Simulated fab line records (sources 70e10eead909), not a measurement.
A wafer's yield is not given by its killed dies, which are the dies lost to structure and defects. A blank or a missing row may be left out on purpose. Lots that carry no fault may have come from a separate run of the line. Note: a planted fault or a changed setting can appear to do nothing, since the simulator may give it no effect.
Chamber matching	flow nand harc	NHARC_A_CHANNEL_FILL_D1_ALD_14 on ald hk-01: 4 sister chambers
The step deposits SiO2, target thk 2.5 nm, pulse time 10 s, ald cycles 25. 4 wafers are shown with their chamber, then 8 later ones without.

EACH WAFER AND ITS CHAMBER
wafer	chamber	heater power w (W)
L077.6	2	458
L079.5	3	482
L086.6	1	453
L088.4	0	378

WAFERS WHOSE CHAMBER IS MISSING
wafer	heater power w (W)
L088.5	385
L088.6	433
L092.1	383
L092.2	449
L092.3	477
L096.1	484
L096.2	446
L096.6	462

EACH ONE'S CHAMBER
wafer	from the rows above	in truth
L088.5	0	0
L088.6	can't be placed: 1 or 2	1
L092.1	0	0
L092.2	can't be placed: 1 or 2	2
L092.3	can't be placed: 3 or 2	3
L096.1	3	3
L096.2	can't be placed: 1 or 2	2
L096.6	can't be placed: 2 or 1 or 3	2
Correct placement for 3 of the 8. These rows do not allow placing 5 (true chamber among the candidates in 5). 0 placed wrongly.
How it was worked out, from the rows above alone: a wafer's distance from a chamber is the root of the sum, over the readings, of the square of ((its reading less the chamber's mean) divided by the reading's scatter). If the next closest chamber is less than 2 further off than the closest, the wafer can't be placed; otherwise it belongs to the closest. The mean given for a chamber averages the wafers shown for that chamber. The scatter: with one shown wafer a chamber, the root of the mean of the squares of how far each hidden wafer lies from its nearest shown one.
